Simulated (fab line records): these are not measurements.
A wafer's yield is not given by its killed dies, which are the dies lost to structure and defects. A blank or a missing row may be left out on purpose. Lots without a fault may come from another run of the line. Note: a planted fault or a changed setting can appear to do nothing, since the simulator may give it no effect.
fab line records	flow n5_finfet
record: lots: 9	wafers: 24	last_day: 17
route steps=1938 shown GATE_CUT@473 BEOL_M4@1111
lots with no fault: from the same line, run without faults
start_h: start of the lot's first displayed wafer, in hours after the record's first day	wait_h: hours from the lot's prior step to this one	" as in the row above	L1.1+2: a single row standing in for several wafers	- no value present, or no start provided	* or withheld: withheld	< > ~ a bound
route shown NAME@n: NAME is a module with steps in the file, n the number in the route of the first one	usual: the fault-free wafers' mean and standard deviation	same: alike in all rows	chamber/n: place in a boat	sites: each site's reading	_std_site: their standard deviation	_edge_site: the outer-site mean with the inner-site mean subtracted	radius_mm: for every site, how far away it sits from the centre of the wafer	mask NAME#n: copy n	behind: the last tool/chamber to shape the wafer	hold: why the lot was held/for how many hours/how that ended	device: transistor that didn't switch, given as n, p or np	end of line: the tests these same wafers got at the end of their route	where a step has no rows: the recipe by itself	killed: count of dies lost to structure and defects at first sort (not the wafer's yield)	map: shows each die of a wafer: x if killed, . if not, _ if none is there
set.NAME: the setting that was run; set.NAME@STEP: the one run at that earlier step	model.NAME: the simulator's own value behind a step, which no gauge read
one table for each step of the route and one row for each wafer, over a sample of lots
services: when a tool's chamber went out of use (start_h, in hours from the record's first day, below 0 if earlier), for how many hours, and the reason
== steps ==
step: N5_GATE_CUT_SAC_CAP_01
recipe: material: SiNx	target_thk_a: 240	temp_c: 400	ald_precursor_family: SiH2I2	ald_co_reactant: N2/H2-plasma	pulse_time_s: 1	ald_cycles: 480	purge_time_s: 2	co_reactant_purge_time_s: 2	pressure_torr: 2
usual: heater_power_w: 833/93	precursor_pulse_height_rel: 1.001/0.021
same: purge_time_s: 2
lot.wafer	tool	chamber	start_h	wait_h	heater_power_w	precursor_pulse_height_rel
L694.1	ald_sin-04	3	86.24	0.1	699	1.007
L694.2	"	1	"	"	815	0.993
L694.4	"	0	"	"	1010	0.979
L695.4	ald_sin-04	3	97.61	0.1	705	1.058
L695.5	"	2	98.69	1.2	863	0.987
L695.6	"	1	"	"	802	0.979
L697.1	ald_sin-02	1	105.70	0.1	651	1.019
L697.4	"	2	"	"	859	1.021
L697.6	"	1	106.78	1.2	644	0.996
L708.1	ald_sin-02	2	174.32	0.0	816	0.985
L708.6	"	2	175.40	1.1	832	0.974
L710.3	ald_sin-04	1	185.32	0.3	782	1.006
L710.4	"	3	"	"	705	1.004
L710.6	"	3	186.40	1.4	708	0.977
L712.1	ald_sin-03	0	194.41	1.3	876	0.993
L712.6	"	2	195.49	2.4	764	1.011
L713.1	ald_sin-04	0	200.04	0.0	992	0.995
L713.2	"	1	"	"	807	0.993
L715.1	ald_sin-04	0	216.35	0.0	998	0.964
L715.3	"	1	"	"	797	0.948
L715.5	"	2	217.44	1.1	875	1.006
L716.3	ald_sin-03	3	220.43	0.0	857	0.947
L716.4	"	1	"	"	754	1.009
L716.6	"	0	221.52	1.1	858	0.978
step: N5_GATE_CUT_HM_DEP_46
recipe: material: SiO2	target_thk_a: 1300	temp_c: 400	precursor: TEOS/O2	pressure_torr: 6.5	rf_w: 900	teos_flow_sccm: 161.4	gas: O2	flow_sccm: 2650	time_s: 26.6
usual: heater_power_w: 546/79	showerhead_plenum_p_Torr: 8.35/0.039	throttle_valve_pct: 18.4/0.8
lot.wafer	tool	chamber	start_h	wait_h	heater_power_w	showerhead_plenum_p_Torr	throttle_valve_pct
L694.1	pecvd-02	2	88.84	0.0	565	8.32	17.2
L694.2	"	1	"	"	594	8.35	18.0
L694.4	"	0	"	"	642	8.43	18.5
L695.4	pecvd-02	1	100.22	0.1	456	8.33	17.9
L695.5	"	2	"	"	611	8.34	16.9
L695.6	"	0	"	"	545	8.41	18.5
L697.1	pecvd-04	2	108.34	0.0	571	8.39	18.9
L697.4	"	2	"	"	565	8.39	18.4
L697.6	"	1	"	"	488	8.30	20.2
L708.1	pecvd-02	2	176.91	0.0	574	8.33	16.9
L708.6	"	1	"	"	558	8.31	18.1
L710.3	pecvd-03	1	187.92	0.0	483	8.35	18.6
L710.4	"	1	"	"	487	8.37	18.6
L710.6	"	2	"	"	500	8.33	18.4
L712.1	pecvd-02	1	197.01	0.0	589	8.33	18.1
L712.6	"	0	"	"	655	8.40	18.8
L713.1	pecvd-02	2	202.64	0.0	676	8.33	17.1
L713.2	"	0	"	"	680	8.40	19.0
L715.1	pecvd-04	1	218.95	0.0	425	8.32	20.0
L715.3	"	0	"	"	431	8.36	18.8
L715.5	"	0	"	"	422	8.38	19.0
L716.3	pecvd-03	2	223.03	0.0	552	8.33	18.8
L716.4	"	1	"	"	577	8.36	18.6
L716.6	"	0	"	"	519	8.41	18.2
step: N5_GATE_CUT_INSPECT_15
recipe: mode: adi	inspect_instrument: brightfield
usual: raw_defect_count: 139/41
lot.wafer	tool	chamber	start_h	wait_h	raw_defect_count
L694.1	defect_inspect-01	-	89.27	0.1	65
L694.2	"	-	"	"	53
L694.4	"	-	"	"	67
L695.4	defect_inspect-01	-	100.63	0.0	94
L695.5	"	-	"	"	121
L695.6	"	-	"	"	74
L697.1	defect_inspect-01	-	108.89	0.1	132
L697.4	"	-	"	"	134
L697.6	"	-	"	"	244
L708.1	defect_inspect-02	-	177.36	0.1	140
L708.6	"	-	"	"	216
L710.3	defect_inspect-02	-	188.47	0.0	127
L710.4	"	-	"	"	158
L710.6	"	-	"	"	117
L712.1	defect_inspect-01	-	197.56	0.1	117
L712.6	"	-	"	"	184
L713.1	defect_inspect-02	-	203.19	0.1	92
L713.2	"	-	"	"	94
L715.1	defect_inspect-01	-	219.52	0.1	126
L715.3	"	-	"	"	90
L715.5	"	-	"	"	162
L716.3	defect_inspect-02	-	223.58	0.0	237
L716.4	"	-	"	"	149
L716.6	"	-	"	"	233
step: N5_GATE_CUT_HM_OPEN_40
recipe: chemistry: C4F6/O2	target: SiO2	mask_material: SiARC	target_depth_a: 1390	time_s: 85.1	ion_energy_ev: 250	pressure_mtorr: 30	source_w: 345	bias_w: 185	Ar_flow_sccm: 300	C4F6_flow_sccm: 10	O2_flow_sccm: 10	ends: cleared
usual: drypump_motor_current_A: 5.6/0.48	etch_rf_on_time_s: 94.2/1.8	oes_product_au: 0.70/0.066	rf_vpp_V: 665/6.8	showerhead_plenum_p_Torr: 2.85/0.088	throttle_valve_pct: 21.01/0.21
lot.wafer	tool	chamber	start_h	wait_h	drypump_motor_current_A	etch_rf_on_time_s	oes_product_au	rf_hours_counter_h	rf_vpp_V	showerhead_plenum_p_Torr	throttle_valve_pct
L694.1	rie_diel-05	2	89.46	0.0	6.0	90.8	0.65	210	665	2.82	21.21
L694.2	"	3	"	"	5.4	90.2	0.70	144	665	2.97	20.88
L694.4	"	0	"	"	5.3	92.4	0.71	130	656	2.87	20.75
L695.4	rie_diel-05	3	100.91	0.0	5.4	94.8	0.69	147	666	2.97	20.90
L695.5	"	1	"	"	5.6	94.1	0.64	-	666	2.70	21.29
L695.6	"	0	"	"	5.3	93.6	0.71	-	657	2.87	20.75
L697.1	rie_diel-05	0	109.08	0.0	5.3	95.5	0.71	137	657	2.87	20.73
L697.4	"	1	"	"	5.6	96.8	0.63	228	667	2.70	21.28
L697.6	"	1	"	"	5.6	95.3	0.64	-	667	2.70	21.27
L708.1	rie_diel-03	0	177.56	0.0	5.4	106.5	0.64	190	677	2.93	20.89
L708.6	"	3	"	"	5.1	94.4	0.76	-	654	2.88	20.85
L710.3	rie_diel-05	1	188.66	0.0	5.6	93.8	0.62	250	666	2.69	21.31
L710.4	"	0	"	"	5.3	95.4	0.69	159	656	2.86	20.77
L710.6	"	3	"	"	5.4	94.2	0.66	-	666	2.96	20.92
L712.1	rie_diel-06	2	197.76	0.0	5.7	104.7	0.66	143	668	2.74	21.32
L712.6	"	1	"	"	5.4	94.5	0.78	-	673	2.89	21.02
L713.1	rie_diel-06	0	203.39	0.0	5.5	102.1	0.68	158	654	2.74	21.21
L713.2	"	1	"	"	5.3	90.1	0.79	67	674	2.89	21.01
L715.1	rie_diel-06	3	219.79	0.0	6.8	90.9	0.79	50	671	2.91	20.81
L715.3	"	1	"	"	5.3	91.8	0.78	72	672	2.89	21.02
L715.5	"	3	"	"	6.7	92.2	0.78	-	670	2.91	20.80
L716.3	rie_diel-03	0	223.78	0.0	5.3	93.9	0.62	206	678	2.93	20.92
L716.4	"	1	"	"	5.2	97.0	0.63	-	660	2.94	21.01
L716.6	"	0	"	"	5.4	95.4	0.64	-	678	2.93	20.91
step: N5_GATE_CUT_STRIP_41
recipe: chemistry: CF4	resist: SiARC	power_w: 300	bias_power_w: 75	pressure_mtorr: 50	cf4_flow_sccm: 150	rf_frequency_hz: 6e+07
usual: drypump_motor_current_A: 5.6/0.47	oes_product_au: 0.178/0.017	power_w: 299.9/0.89	rf_vpp_V: 271.1/1.5	showerhead_plenum_p_Torr: 1.80/0.054	throttle_valve_pct: 13.65/0.23
lot.wafer	tool	chamber	start_h	wait_h	drypump_motor_current_A	oes_product_au	power_w	rf_hours_counter_h	rf_vpp_V	showerhead_plenum_p_Torr	throttle_valve_pct
L694.1	rie_diel-05	2	89.53	0.0	6.0	0.161	299.6	210	269.7	1.78	13.86
L694.2	"	3	"	"	5.4	0.182	299.6	144	272.7	1.87	13.55
L694.4	"	0	"	"	5.3	0.179	300.4	130	270.5	1.80	13.34
L695.4	rie_diel-05	3	100.97	0.0	5.4	0.176	299.7	147	274.4	1.87	13.56
L695.5	"	1	"	"	5.6	0.158	299.8	-	269.9	1.70	13.97
L695.6	"	0	"	"	5.3	0.188	300.0	-	270.6	1.80	13.36
L697.1	rie_diel-05	0	109.15	0.0	5.3	0.176	299.9	137	271.1	1.80	13.36
L697.4	"	1	"	"	5.6	0.163	299.5	228	268.2	1.70	13.99
L697.6	"	1	"	"	5.6	0.163	298.5	-	268.1	1.70	13.99
L708.1	rie_diel-03	0	177.62	0.0	5.3	0.163	299.5	190	272.5	1.85	13.62
L708.6	"	3	"	"	5.1	0.192	300.1	-	270.7	1.81	13.45
L710.3	rie_diel-05	1	188.73	0.0	5.6	0.164	300.5	250	270.0	1.70	14.04
L710.4	"	0	"	"	5.3	0.177	300.2	159	271.6	1.79	13.41
L710.6	"	3	"	"	5.4	0.175	301.1	-	274.1	1.86	13.63
L712.1	rie_diel-06	2	197.82	0.0	5.7	0.170	300.3	143	269.8	1.74	13.95
L712.6	"	1	"	"	5.3	0.208	301.0	-	272.2	1.83	13.61
L713.1	rie_diel-06	0	203.45	0.0	5.5	0.178	298.7	158	267.2	1.72	13.80
L713.2	"	1	"	"	5.3	0.201	299.9	67	272.1	1.83	13.60
L715.1	rie_diel-06	3	219.86	0.0	6.8	0.197	298.5	50	271.4	1.82	13.34
L715.3	"	1	"	"	5.3	0.185	300.3	72	271.8	1.83	13.61
L715.5	"	3	"	"	6.8	0.201	298.3	-	271.6	1.82	13.33
L716.3	rie_diel-03	0	223.84	0.0	5.3	0.162	300.7	206	272.6	1.85	13.67
L716.4	"	1	"	"	5.2	0.162	299.1	-	272.6	1.85	13.73
L716.6	"	0	"	"	5.3	0.165	300.7	-	272.4	1.85	13.68
step: N5_GATE_CUT_THK_MEAS_24
recipe: reads: SiO2_of_GATE_CUT_HM_DEP_46+SiO2_flowable_of_ILD0_FCVD_FILL_01
usual: GC_FILL_THK: 220.1/1.8
lot.wafer	tool	chamber	start_h	wait_h	GC_FILL_THK[nm]
L694.1	film_metro-01	-	92.11	-	216.9
L694.2	"	-	"	"	217.0
L694.4	"	-	"	"	218.6
L695.4	film_metro-02	-	103.37	-	221.1
L695.5	"	-	"	"	220.1
L695.6	"	-	"	"	218.6
L697.1	film_metro-02	-	111.54	-	222.0
L697.4	"	-	"	"	223.6
L697.6	"	-	"	"	221.2
L708.1	film_metro-02	-	180.01	-	234.6
L708.6	"	-	"	"	220.5
L710.3	film_metro-01	-	194.73	-	219.3
L710.4	"	-	"	"	220.3
L710.6	"	-	"	"	219.0
L712.1	film_metro-01	-	200.22	-	233.2
L712.6	"	-	"	"	221.3
L713.1	film_metro-01	-	206.11	-	231.9
L713.2	"	-	"	"	216.7
L715.1	film_metro-02	-	222.25	-	218.5
L715.3	"	-	"	"	220.0
L715.5	"	-	"	"	221.7
L716.3	film_metro-02	-	226.24	-	218.3
L716.4	"	-	"	"	219.6
L716.6	"	-	"	"	222.3
step: N5_BEOL_M4_RC_MEAS_101
usual: DIBL_N: 36.4/1.5	DIBL_P: 36.4/1.6	IOFF_N: 0.164/0.025	IOFF_P: 0.214/0.028	ION_N: 675/9.9	ION_P: 463/6.5	SS_N: 71.5/0.5	SS_P: 73.3/0.56	VT_N: 249.2/2.7	VT_P: -250.1/2.8
lot.wafer	tool	chamber	start_h	wait_h	DIBL_N[mV/V]	DIBL_P[mV/V]	IOFF_N[nA/um]	IOFF_P[nA/um]	ION_N[uA/um]	ION_P[uA/um]	SS_N[mV/dec]	SS_P[mV/dec]	VT_N[mV]	VT_P[mV]
L694.1	prober-01	0	177.93	0.0	37.4	35.4	0.145	0.213	671	465	70.9	73.9	251.9	-249.3
L694.2	"	0	"	"	38.5	37.0	0.171	0.250	678	470	71.7	74.0	249.3	-245.5
L694.4	"	0	"	"	36.1	33.7	0.129	0.190	659	459	71.3	73.2	254.3	-250.1
L695.4	prober-02	0	180.43	0.5	35.8	37.5	0.165	0.224	677	471	71.8	73.8	249.6	-249.5
L695.5	"	0	"	"	36.0	37.2	0.168	0.219	682	467	71.8	73.6	247.4	-249.8
L695.6	"	0	"	"	35.8	36.9	0.166	0.208	687	467	70.9	73.2	248.3	-250.5
L697.1	prober-01	0	189.48	0.0	35.8	35.7	0.163	0.214	678	462	70.9	73.4	250.3	-252.0
L697.4	"	0	"	"	35.2	34.7	0.154	0.195	676	460	71.1	73.3	250.3	-250.5
L697.6	"	0	"	"	34.1	34.3	0.136	0.186	664	460	70.7	72.3	253.4	-251.6
L708.1	prober-02	0	264.94	0.0	35.4	33.4	0.136	0.170	675	462	71.7	72.2	252.1	-252.7
L708.6	"	0	"	"	36.4	35.1	0.163	0.200	685	472	71.6	72.8	251.1	-253.5
L710.3	prober-01	0	272.41	0.3	37.9	38.7	0.222	0.244	696	468	72.3	73.6	246.7	-248.5
L710.4	"	0	"	"	36.9	37.5	0.207	0.225	697	468	71.7	74.4	245.8	-249.9
L710.6	"	0	"	"	38.5	39.4	0.247	0.256	703	469	71.3	74.2	242.5	-246.1
L712.1	prober-02	0	274.08	0.0	35.5	36.2	0.152	0.214	684	466	71.0	73.3	251.5	-250.4
L712.6	"	0	"	"	33.8	34.8	0.130	0.185	661	457	71.7	72.7	251.3	-253.2
L713.1	prober-01	0	288.38	0.0	37.0	37.4	0.161	0.218	674	463	71.5	73.1	247.9	-252.6
L713.2	"	0	"	"	36.1	36.9	0.150	0.207	677	464	72.0	72.8	247.4	-249.7
L716.3	prober-02	0	303.39	0.3	37.4	37.1	0.184	0.225	675	464	71.4	73.8	246.9	-250.5
L716.4	"	0	"	"	36.6	36.1	0.164	0.212	674	457	71.6	73.7	251.0	-251.4
L716.6	"	0	"	"	37.8	36.8	0.174	0.218	678	459	71.2	74.1	249.6	-249.9
L715.1	prober-02	0	304.01	0.7	35.5	35.8	0.140	0.200	660	457	71.3	72.4	250.5	-249.5
L715.3	"	0	"	"	36.0	36.8	0.158	0.221	670	465	72.0	73.2	249.4	-250.0
L715.5	"	0	"	"	36.3	36.5	0.155	0.216	665	464	71.7	72.3	251.5	-250.7
== services ==
tool	chamber	start_h	hours	kind
rie_diel-05	2	65.70	3.1	repair
ald_sin-02	2	71.28	30.4	repair
pecvd-02	-	77.80	1.1	repair
ald_sin-02	-	86.52	14.0	pm
rie_diel-03	-	95.11	2.8	pm
pecvd-03	0	103.26	4.4	repair
pecvd-03	1	109.45	10.3	repair
pecvd-02	1	130.79	14.1	repair
pecvd-03	-	158.28	0.6	repair
rie_diel-06	3	158.92	1.5	repair
pecvd-02	0	159.04	18.5	repair
ald_sin-03	3	172.68	20.5	repair
ald_sin-03	-	178.11	14.0	pm
ald_sin-02	-	182.71	14.6	pm
rie_diel-05	1	189.36	-	clean
rie_diel-05	1	189.36	-	consumable_replace:focus_ring
rie_diel-05	1	189.36	-	consumable_replace:showerhead
rie_diel-05	1	189.36	17.0	scheduled_down
rie_diel-05	1	189.36	17.0	vent_cycle
rie_diel-03	2	208.36	12.5	repair
rie_diel-03	3	217.87	22.0	repair
rie_diel-05	2	219.60	-	clean
rie_diel-05	2	219.60	-	consumable_replace:focus_ring
ald_sin-04	-	223.62	0.7	repair
== key ==
first_sign: step: N5_GATE_CUT_HM_OPEN_40	reading: etch_rf_on_time_s	direction: up	sigmas: 5.9	usual: *	struck: *
effect: step: N5_GATE_CUT_THK_MEAS_24	reading: GC_FILL_THK	direction: up	sigmas: 7.2	usual: 220.1	struck: 233.2
met_at N5_GATE_CUT_HM_DEP_46
struck_lots L708,L712,L713
struck_wafers L708.1,L712.1,L713.1
not_acting_at N5_GATE_CUT_SAC_CAP_01,N5_GATE_CUT_INSPECT_15,N5_GATE_CUT_STRIP_41
onset_between 100.22 176.91
fault: kind: process_parameter_drift	tool: pecvd-02	chamber: -	onset_h: 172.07	steps: N5_GATE_CUT_HM_DEP_46	channel: time_s	offset: *	shape: step	end_h: 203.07	scope: struck_wafers_only	acts_in: *	stated: *
